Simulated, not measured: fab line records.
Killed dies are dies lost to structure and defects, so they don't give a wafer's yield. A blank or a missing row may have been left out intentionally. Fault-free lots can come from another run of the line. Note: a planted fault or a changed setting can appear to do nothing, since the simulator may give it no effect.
fab line records / flow n5_finfet / part 2 of 2: steps 26 to 32 of 32
record lots=5 wafers=15 last_day=17
route steps=1938 shown ILD0@336 SDB@347
lots with no fault: from the same line, run without faults
start_h: hours from the record's opening day to when the first of the lot's shown wafers began / wait_h: hours elapsed since this lot's preceding step / " the same as in the row above / L1.1+2: one row covering several wafers at once / - no value present, or no start provided / * or withheld: withheld / < > ~ a bound
route shown NAME@n: a module of which the file shows steps, and the number in the route of the first / usual: mean and standard deviation over wafers with no fault / same: alike in all rows / chamber/n: place in a boat / sites: the reading at each site / _std_site: the standard deviation of these / _edge_site: outer sites' mean less inner sites' / radius_mm: how far each site lies from the wafer's centre / mask NAME#n: copy n / behind: the last tool/chamber to shape the wafer / hold: the reason the lot was held/the length of the hold in hours/how it ended / device: names the non-switching transistor (n, p or np) / end of line: the same wafers' tests at the end of the route / a step with no rows: only its recipe / killed: the dies lost at the first sort to structure and to defects; this is not the yield of the wafer / map: a wafer's dies, x killed, . not, _ none there
set.NAME: the setting that was run; set.NAME@STEP: the one run at that earlier step / model.NAME: the simulator's own value behind a step, which no gauge read
lots at selected steps of the route; one table per step, one row per wafer
services: when a tool's chamber went out of use (start_h, in hours from the record's first day, below 0 if earlier), for how many hours, and the reason
## steps
# step N5_SDB_ETCH_18
# recipe chemistry=N2/H2 target=SOC target_depth_a=1000 overetch_a=200 mask_material=SiARC temp_c=40 time_s=150 ion_energy_ev=200 pressure_mtorr=30 source_w=840 bias_w=150 n2_flow_sccm=200 h2_flow_sccm=200
# usual drypump_motor_current_A=5.8/0.55 oes_product_au=0.71/0.059 rf_vpp_V=523.6/2 showerhead_plenum_p_Torr=2.53/0.07 throttle_valve_pct=17.8/0.32
lot.wafer=L079.1 tool=rie_diel-04 chamber=3 start_h=102.47 wait_h=0.0 drypump_motor_current_A=5.3 oes_product_au=0.69 rf_hours_counter_h=141 rf_vpp_V=522.6 showerhead_plenum_p_Torr=2.45 throttle_valve_pct=18.1
lot.wafer=L079.4 tool=rie_diel-04 chamber=0 start_h=102.47 wait_h=0.0 drypump_motor_current_A=6.8 oes_product_au=0.66 rf_hours_counter_h=176 rf_vpp_V=520.0 showerhead_plenum_p_Torr=2.41 throttle_valve_pct=18.0
lot.wafer=L079.5 tool=rie_diel-04 chamber=0 start_h=102.47 wait_h=0.0 drypump_motor_current_A=6.8 oes_product_au=0.66 rf_hours_counter_h=- rf_vpp_V=519.5 showerhead_plenum_p_Torr=2.41 throttle_valve_pct=18.0
lot.wafer=L089.4 tool=rie_diel-02 chamber=3 start_h=156.04 wait_h=0.0 drypump_motor_current_A=5.0 oes_product_au=0.65 rf_hours_counter_h=172 rf_vpp_V=523.9 showerhead_plenum_p_Torr=2.54 throttle_valve_pct=18.3
lot.wafer=L089.5 tool=rie_diel-02 chamber=0 start_h=156.04 wait_h=0.0 drypump_motor_current_A=5.6 oes_product_au=0.64 rf_hours_counter_h=- rf_vpp_V=526.2 showerhead_plenum_p_Torr=2.63 throttle_valve_pct=18.2
lot.wafer=L089.6 tool=rie_diel-02 chamber=3 start_h=156.04 wait_h=0.0 drypump_motor_current_A=5.0 oes_product_au=0.66 rf_hours_counter_h=- rf_vpp_V=523.2 showerhead_plenum_p_Torr=2.54 throttle_valve_pct=18.3
lot.wafer=L091.3 tool=rie_diel-04 chamber=0 start_h=167.16 wait_h=0.0 drypump_motor_current_A=6.8 oes_product_au=0.65 rf_hours_counter_h=195 rf_vpp_V=522.1 showerhead_plenum_p_Torr=2.40 throttle_valve_pct=18.1
lot.wafer=L091.5 tool=rie_diel-04 chamber=0 start_h=167.16 wait_h=0.0 drypump_motor_current_A=6.8 oes_product_au=0.64 rf_hours_counter_h=- rf_vpp_V=519.0 showerhead_plenum_p_Torr=2.40 throttle_valve_pct=18.1
lot.wafer=L091.6 tool=rie_diel-04 chamber=3 start_h=167.16 wait_h=0.0 drypump_motor_current_A=5.3 oes_product_au=0.68 rf_hours_counter_h=- rf_vpp_V=521.6 showerhead_plenum_p_Torr=2.44 throttle_valve_pct=18.1
lot.wafer=L095.1 tool=rie_diel-01 chamber=3 start_h=195.65 wait_h=0.0 drypump_motor_current_A=6.2 oes_product_au=0.72 rf_hours_counter_h=67 rf_vpp_V=524.2 showerhead_plenum_p_Torr=2.59 throttle_valve_pct=17.5
lot.wafer=L095.4 tool=rie_diel-01 chamber=1 start_h=195.65 wait_h=0.0 drypump_motor_current_A=5.5 oes_product_au=0.72 rf_hours_counter_h=77 rf_vpp_V=524.9 showerhead_plenum_p_Torr=2.58 throttle_valve_pct=17.6
lot.wafer=L095.5 tool=rie_diel-01 chamber=0 start_h=195.65 wait_h=0.0 drypump_motor_current_A=5.3 oes_product_au=0.77 rf_hours_counter_h=- rf_vpp_V=525.8 showerhead_plenum_p_Torr=2.56 throttle_valve_pct=17.5
lot.wafer=L096.2 tool=rie_diel-02 chamber=2 start_h=197.83 wait_h=0.0 drypump_motor_current_A=5.8 oes_product_au=0.67 rf_hours_counter_h=182 rf_vpp_V=525.7 showerhead_plenum_p_Torr=2.63 throttle_valve_pct=17.8
lot.wafer=L096.5 tool=rie_diel-02 chamber=1 start_h=197.83 wait_h=0.0 drypump_motor_current_A=6.6 oes_product_au=0.64 rf_hours_counter_h=- rf_vpp_V=523.8 showerhead_plenum_p_Torr=2.54 throttle_valve_pct=18.2
lot.wafer=L096.6 tool=rie_diel-02 chamber=2 start_h=197.83 wait_h=0.0 drypump_motor_current_A=5.9 oes_product_au=0.67 rf_hours_counter_h=- rf_vpp_V=527.4 showerhead_plenum_p_Torr=2.63 throttle_valve_pct=17.8
# step N5_SDB_STRIP_19
# recipe chemistry=N2/H2 temp_c=40 n2_flow_sccm=200 h2_flow_sccm=200 rf_frequency_hz=6e+07
lot.wafer=L079.1+4+5 tool=rie_diel-04 chamber=3,0,0 start_h=102.60 wait_h=0.1
lot.wafer=L089.4+5+6 tool=rie_diel-02 chamber=3,0,3 start_h=156.17 wait_h=0.1
lot.wafer=L091.3+5+6 tool=rie_diel-04 chamber=0,0,3 start_h=167.29 wait_h=0.1
lot.wafer=L095.1+4+5 tool=rie_diel-01 chamber=3,1,0 start_h=195.78 wait_h=0.1
lot.wafer=L096.2+5+6 tool=rie_diel-02 chamber=2,1,2 start_h=197.96 wait_h=0.1
# step N5_SDB_STRIP_21
# recipe chemistry=CF4 resist=SiARC power_w=300 bias_power_w=75 pressure_mtorr=50 cf4_flow_sccm=150 rf_frequency_hz=6e+07
# usual drypump_motor_current_A=5.8/0.55 oes_product_au=0.79/0.065 rf_vpp_V=271.1/1.2 showerhead_plenum_p_Torr=1.79/0.044 throttle_valve_pct=13.6/0.31
lot.wafer=L079.1 tool=rie_diel-04 chamber=3 start_h=102.61 wait_h=0.0 drypump_motor_current_A=5.3 oes_product_au=0.77 rf_hours_counter_h=141 rf_vpp_V=269.8 showerhead_plenum_p_Torr=1.73 throttle_valve_pct=13.7
lot.wafer=L079.4 tool=rie_diel-04 chamber=0 start_h=102.61 wait_h=0.0 drypump_motor_current_A=6.8 oes_product_au=0.72 rf_hours_counter_h=176 rf_vpp_V=269.9 showerhead_plenum_p_Torr=1.71 throttle_valve_pct=13.9
lot.wafer=L079.5 tool=rie_diel-04 chamber=0 start_h=102.61 wait_h=0.0 drypump_motor_current_A=6.8 oes_product_au=0.73 rf_hours_counter_h=- rf_vpp_V=269.6 showerhead_plenum_p_Torr=1.71 throttle_valve_pct=13.9
lot.wafer=L089.4 tool=rie_diel-02 chamber=3 start_h=156.18 wait_h=0.0 drypump_motor_current_A=5.0 oes_product_au=0.72 rf_hours_counter_h=173 rf_vpp_V=271.2 showerhead_plenum_p_Torr=1.80 throttle_valve_pct=14.1
lot.wafer=L089.5 tool=rie_diel-02 chamber=0 start_h=156.18 wait_h=0.0 drypump_motor_current_A=5.6 oes_product_au=0.71 rf_hours_counter_h=- rf_vpp_V=271.3 showerhead_plenum_p_Torr=1.85 throttle_valve_pct=14.0
lot.wafer=L089.6 tool=rie_diel-02 chamber=3 start_h=156.18 wait_h=0.0 drypump_motor_current_A=5.0 oes_product_au=0.72 rf_hours_counter_h=- rf_vpp_V=272.5 showerhead_plenum_p_Torr=1.80 throttle_valve_pct=14.0
lot.wafer=L091.3 tool=rie_diel-04 chamber=0 start_h=167.30 wait_h=0.0 drypump_motor_current_A=6.8 oes_product_au=0.72 rf_hours_counter_h=196 rf_vpp_V=269.1 showerhead_plenum_p_Torr=1.70 throttle_valve_pct=13.9
lot.wafer=L091.5 tool=rie_diel-04 chamber=0 start_h=167.30 wait_h=0.0 drypump_motor_current_A=6.8 oes_product_au=0.71 rf_hours_counter_h=- rf_vpp_V=269.0 showerhead_plenum_p_Torr=1.70 throttle_valve_pct=13.9
lot.wafer=L091.6 tool=rie_diel-04 chamber=3 start_h=167.30 wait_h=0.0 drypump_motor_current_A=5.3 oes_product_au=0.75 rf_hours_counter_h=- rf_vpp_V=269.9 showerhead_plenum_p_Torr=1.72 throttle_valve_pct=13.8
lot.wafer=L095.1 tool=rie_diel-01 chamber=3 start_h=195.79 wait_h=0.0 drypump_motor_current_A=6.2 oes_product_au=0.80 rf_hours_counter_h=67 rf_vpp_V=271.4 showerhead_plenum_p_Torr=1.81 throttle_valve_pct=13.1
lot.wafer=L095.4 tool=rie_diel-01 chamber=1 start_h=195.79 wait_h=0.0 drypump_motor_current_A=5.5 oes_product_au=0.80 rf_hours_counter_h=77 rf_vpp_V=272.0 showerhead_plenum_p_Torr=1.81 throttle_valve_pct=13.4
lot.wafer=L095.5 tool=rie_diel-01 chamber=0 start_h=195.79 wait_h=0.0 drypump_motor_current_A=5.3 oes_product_au=0.84 rf_hours_counter_h=- rf_vpp_V=271.0 showerhead_plenum_p_Torr=1.80 throttle_valve_pct=13.5
lot.wafer=L096.2 tool=rie_diel-02 chamber=2 start_h=197.97 wait_h=0.0 drypump_motor_current_A=5.8 oes_product_au=0.73 rf_hours_counter_h=182 rf_vpp_V=272.9 showerhead_plenum_p_Torr=1.84 throttle_valve_pct=13.6
lot.wafer=L096.5 tool=rie_diel-02 chamber=1 start_h=197.97 wait_h=0.0 drypump_motor_current_A=6.6 oes_product_au=0.71 rf_hours_counter_h=- rf_vpp_V=270.6 showerhead_plenum_p_Torr=1.78 throttle_valve_pct=13.8
lot.wafer=L096.6 tool=rie_diel-02 chamber=2 start_h=197.97 wait_h=0.0 drypump_motor_current_A=5.8 oes_product_au=0.74 rf_hours_counter_h=- rf_vpp_V=272.4 showerhead_plenum_p_Torr=1.84 throttle_valve_pct=13.6
# step N5_SDB_HM_OPEN_20
# recipe chemistry=CH3F/O2 target=SiNx mask_material=SOC target_depth_a=240 stop_on=poly-Si over_etch_frac=0.4 ion_energy_ev=120 pressure_mtorr=30 source_w=395 bias_w=73 Ar_flow_sccm=150 CH3F_flow_sccm=30 O2_flow_sccm=20
# usual drypump_motor_current_A=5.8/0.55 oes_product_au=0.65/0.056 rf_vpp_V=296/5.4 showerhead_plenum_p_Torr=2.00/0.056 throttle_valve_pct=16.38/0.29
lot.wafer=L079.1 tool=rie_diel-04 chamber=3 start_h=102.63 wait_h=0.0 drypump_motor_current_A=5.3 oes_product_au=0.63 rf_hours_counter_h=141 rf_vpp_V=299 showerhead_plenum_p_Torr=1.93 throttle_valve_pct=16.51
lot.wafer=L079.4 tool=rie_diel-04 chamber=0 start_h=102.63 wait_h=0.0 drypump_motor_current_A=6.8 oes_product_au=0.60 rf_hours_counter_h=176 rf_vpp_V=299 showerhead_plenum_p_Torr=1.91 throttle_valve_pct=16.72
lot.wafer=L079.5 tool=rie_diel-04 chamber=0 start_h=102.63 wait_h=0.0 drypump_motor_current_A=6.8 oes_product_au=0.62 rf_hours_counter_h=- rf_vpp_V=302 showerhead_plenum_p_Torr=1.91 throttle_valve_pct=16.70
lot.wafer=L089.4 tool=rie_diel-02 chamber=3 start_h=156.20 wait_h=0.0 drypump_motor_current_A=5.0 oes_product_au=0.60 rf_hours_counter_h=173 rf_vpp_V=289 showerhead_plenum_p_Torr=1.99 throttle_valve_pct=16.74
lot.wafer=L089.5 tool=rie_diel-02 chamber=0 start_h=156.20 wait_h=0.0 drypump_motor_current_A=5.6 oes_product_au=0.58 rf_hours_counter_h=- rf_vpp_V=293 showerhead_plenum_p_Torr=2.06 throttle_valve_pct=16.66
lot.wafer=L089.6 tool=rie_diel-02 chamber=3 start_h=156.20 wait_h=0.0 drypump_motor_current_A=5.0 oes_product_au=0.60 rf_hours_counter_h=- rf_vpp_V=288 showerhead_plenum_p_Torr=1.99 throttle_valve_pct=16.74
lot.wafer=L091.3 tool=rie_diel-04 chamber=0 start_h=167.32 wait_h=0.0 drypump_motor_current_A=6.8 oes_product_au=0.59 rf_hours_counter_h=196 rf_vpp_V=300 showerhead_plenum_p_Torr=1.90 throttle_valve_pct=16.75
lot.wafer=L091.5 tool=rie_diel-04 chamber=0 start_h=167.32 wait_h=0.0 drypump_motor_current_A=6.8 oes_product_au=0.60 rf_hours_counter_h=- rf_vpp_V=301 showerhead_plenum_p_Torr=1.90 throttle_valve_pct=16.74
lot.wafer=L091.6 tool=rie_diel-04 chamber=3 start_h=167.32 wait_h=0.0 drypump_motor_current_A=5.3 oes_product_au=0.62 rf_hours_counter_h=- rf_vpp_V=298 showerhead_plenum_p_Torr=1.92 throttle_valve_pct=16.54
lot.wafer=L095.1 tool=rie_diel-01 chamber=3 start_h=195.81 wait_h=0.0 drypump_motor_current_A=6.2 oes_product_au=0.65 rf_hours_counter_h=67 rf_vpp_V=294 showerhead_plenum_p_Torr=2.03 throttle_valve_pct=15.91
lot.wafer=L095.4 tool=rie_diel-01 chamber=1 start_h=195.81 wait_h=0.0 drypump_motor_current_A=5.5 oes_product_au=0.67 rf_hours_counter_h=77 rf_vpp_V=296 showerhead_plenum_p_Torr=2.05 throttle_valve_pct=16.29
lot.wafer=L095.5 tool=rie_diel-01 chamber=0 start_h=195.81 wait_h=0.0 drypump_motor_current_A=5.3 oes_product_au=0.70 rf_hours_counter_h=- rf_vpp_V=289 showerhead_plenum_p_Torr=2.04 throttle_valve_pct=16.35
lot.wafer=L096.2 tool=rie_diel-02 chamber=2 start_h=197.99 wait_h=0.0 drypump_motor_current_A=5.9 oes_product_au=0.61 rf_hours_counter_h=182 rf_vpp_V=300 showerhead_plenum_p_Torr=2.07 throttle_valve_pct=16.37
lot.wafer=L096.5 tool=rie_diel-02 chamber=1 start_h=197.99 wait_h=0.0 drypump_motor_current_A=6.6 oes_product_au=0.58 rf_hours_counter_h=- rf_vpp_V=300 showerhead_plenum_p_Torr=2.00 throttle_valve_pct=16.63
lot.wafer=L096.6 tool=rie_diel-02 chamber=2 start_h=197.99 wait_h=0.0 drypump_motor_current_A=5.8 oes_product_au=0.61 rf_hours_counter_h=- rf_vpp_V=301 showerhead_plenum_p_Torr=2.07 throttle_valve_pct=16.37
# step N5_SDB_STRIP_22
# recipe chemistry=N2/H2 power_w=1000 temp_c=250 h2_frac=0.65 overash_fraction=0.3 pressure_mtorr=withheld n2_flow_sccm=1750 h2_flow_sccm=3250
# usual drypump_motor_current_A=5.7/0.55 heater_power_w=352/41 oes_product_au=0.715/0.0044 strip_time_to_endpoint_s=96.4/0.36
lot.wafer=L079.1 tool=plasma_asher-02 chamber=1 start_h=102.71 wait_h=0.1 drypump_motor_current_A=5.5 heater_power_w=334 oes_product_au=0.716 rf_hours_counter_h=94 strip_time_to_endpoint_s=96.7
lot.wafer=L079.4 tool=plasma_asher-02 chamber=1 start_h=102.71 wait_h=0.1 drypump_motor_current_A=5.6 heater_power_w=332 oes_product_au=0.712 rf_hours_counter_h=- strip_time_to_endpoint_s=96.9
lot.wafer=L079.5 tool=plasma_asher-02 chamber=0 start_h=102.71 wait_h=0.1 drypump_motor_current_A=4.8 heater_power_w=328 oes_product_au=0.709 rf_hours_counter_h=- strip_time_to_endpoint_s=97.0
lot.wafer=L089.4 tool=plasma_asher-02 chamber=1 start_h=156.32 wait_h=0.1 drypump_motor_current_A=5.6 heater_power_w=331 oes_product_au=0.714 rf_hours_counter_h=- strip_time_to_endpoint_s=96.4
lot.wafer=L089.5 tool=plasma_asher-02 chamber=1 start_h=156.32 wait_h=0.1 drypump_motor_current_A=5.6 heater_power_w=338 oes_product_au=0.720 rf_hours_counter_h=- strip_time_to_endpoint_s=97.2
lot.wafer=L089.6 tool=plasma_asher-02 chamber=0 start_h=156.32 wait_h=0.1 drypump_motor_current_A=4.8 heater_power_w=324 oes_product_au=0.714 rf_hours_counter_h=- strip_time_to_endpoint_s=96.6
lot.wafer=L091.3 tool=plasma_asher-01 chamber=1 start_h=167.44 wait_h=0.1 drypump_motor_current_A=6.0 heater_power_w=319 oes_product_au=0.710 rf_hours_counter_h=- strip_time_to_endpoint_s=96.6
lot.wafer=L091.5 tool=plasma_asher-01 chamber=0 start_h=167.44 wait_h=0.1 drypump_motor_current_A=6.2 heater_power_w=422 oes_product_au=0.718 rf_hours_counter_h=- strip_time_to_endpoint_s=96.5
lot.wafer=L091.6 tool=plasma_asher-01 chamber=1 start_h=167.44 wait_h=0.1 drypump_motor_current_A=6.0 heater_power_w=325 oes_product_au=0.720 rf_hours_counter_h=- strip_time_to_endpoint_s=96.6
lot.wafer=L095.1 tool=plasma_asher-01 chamber=0 start_h=195.89 wait_h=0.1 drypump_motor_current_A=6.3 heater_power_w=422 oes_product_au=0.710 rf_hours_counter_h=62 strip_time_to_endpoint_s=96.4
lot.wafer=L095.4 tool=plasma_asher-01 chamber=0 start_h=195.89 wait_h=0.1 drypump_motor_current_A=6.3 heater_power_w=429 oes_product_au=0.713 rf_hours_counter_h=- strip_time_to_endpoint_s=96.3
lot.wafer=L095.5 tool=plasma_asher-01 chamber=0 start_h=195.89 wait_h=0.1 drypump_motor_current_A=6.3 heater_power_w=424 oes_product_au=0.719 rf_hours_counter_h=- strip_time_to_endpoint_s=96.2
lot.wafer=L096.2 tool=plasma_asher-01 chamber=0 start_h=198.07 wait_h=0.1 drypump_motor_current_A=6.2 heater_power_w=414 oes_product_au=0.721 rf_hours_counter_h=62 strip_time_to_endpoint_s=96.4
lot.wafer=L096.5 tool=plasma_asher-01 chamber=0 start_h=198.07 wait_h=0.1 drypump_motor_current_A=6.3 heater_power_w=428 oes_product_au=0.716 rf_hours_counter_h=- strip_time_to_endpoint_s=96.6
lot.wafer=L096.6 tool=plasma_asher-01 chamber=1 start_h=198.07 wait_h=0.1 drypump_motor_current_A=6.0 heater_power_w=322 oes_product_au=0.713 rf_hours_counter_h=- strip_time_to_endpoint_s=96.0
# step N5_SDB_PRECLEAN_23
# recipe chemistry=dHF time_s=30 temp_c=25 dilution=withheld
lot.wafer=L079.1+4+5 tool=wet_bench-04 chamber=4,6,7 start_h=102.85 wait_h=0.1
lot.wafer=L089.4+5+6 tool=wet_bench-06 chamber=5,4,6 start_h=156.43 wait_h=0.1
lot.wafer=L091.3+5+6 tool=wet_bench-04 chamber=5,7,4 start_h=167.55 wait_h=0.1
lot.wafer=L095.1+4+5 tool=wet_bench-06 chamber=1,3,5 start_h=196.04 wait_h=0.1
lot.wafer=L096.2+5+6 tool=wet_bench-01 chamber=6,7,2 start_h=198.22 wait_h=0.1
# step N5_SDB_DUMMY_REMOVE_24
# recipe chemistry=TMAH temp_c=70 target=poly-Si stop_on=SiO2 target_depth_nm=142 conc_wt_pct=5 time_s=57 dry=ipa_marangoni rinse_time_s=30 rinse_temp_c=23
lot.wafer=L079.1+4+5 tool=wet_bench-04 chamber=4,6,7 start_h=102.87 wait_h=0.0
lot.wafer=L089.4+5+6 tool=wet_bench-06 chamber=5,4,6 start_h=156.44 wait_h=0.0
lot.wafer=L091.3+5+6 tool=wet_bench-04 chamber=5,7,4 start_h=167.56 wait_h=0.0
lot.wafer=L095.1+4+5 tool=wet_bench-06 chamber=1,3,5 start_h=196.05 wait_h=0.0
lot.wafer=L096.2+5+6 tool=wet_bench-01 chamber=6,7,2 start_h=198.23 wait_h=0.0
## services
tool=cmp-04 chamber=- start_h=73.24 hours=0.8 kind=repair
tool=fcvd-01 chamber=- start_h=74.16 hours=7.5 kind=pm
tool=plasma_asher-02 chamber=- start_h=74.47 hours=0.4 kind=repair
tool=arfi_scanner-01 chamber=- start_h=77.46 hours=3.9 kind=pm
tool=arfi_scanner-03 chamber=- start_h=79.35 hours=0.4 kind=repair
tool=remote_plasma-02 chamber=- start_h=80.77 hours=0.9 kind=repair
tool=arfi_scanner-02 chamber=- start_h=84.89 hours=0.8 kind=pm
tool=cmp-04 chamber=- start_h=87.31 hours=4.5 kind=repair
tool=furnace-03 chamber=- start_h=89.37 hours=1.4 kind=repair
tool=cmp-04 chamber=- start_h=92.51 hours=2.3 kind=repair
tool=arfi_scanner-01 chamber=- start_h=94.13 hours=0.8 kind=pm
tool=ald_sin-04 chamber=- start_h=94.92 hours=28.1 kind=pm
tool=arfi_scanner-01 chamber=- start_h=101.79 hours=1.0 kind=pm
tool=pecvd-01 chamber=- start_h=116.65 hours=2.8 kind=pm
tool=ald_sin-01 chamber=1 start_h=126.81 hours=11.3 kind=repair
tool=fcvd-01 chamber=1 start_h=133.68 hours=15.5 kind=repair
tool=ald_sin-01 chamber=2 start_h=138.37 hours=4.5 kind=repair
tool=arfi_scanner-01 chamber=- start_h=141.68 hours=1.3 kind=pm
tool=rie_diel-04 chamber=0 start_h=143.65 hours=8.5 kind=repair
tool=cmp-01 chamber=- start_h=145.79 hours=4.0 kind=pm
tool=pecvd-02 chamber=- start_h=151.87 hours=5.5 kind=pm
tool=plasma_asher-02 chamber=- start_h=176.14 hours=4.9 kind=repair
tool=cmp-04 chamber=- start_h=182.97 hours=5.8 kind=pm
tool=arfi_scanner-01 chamber=- start_h=189.82 hours=1.2 kind=repair
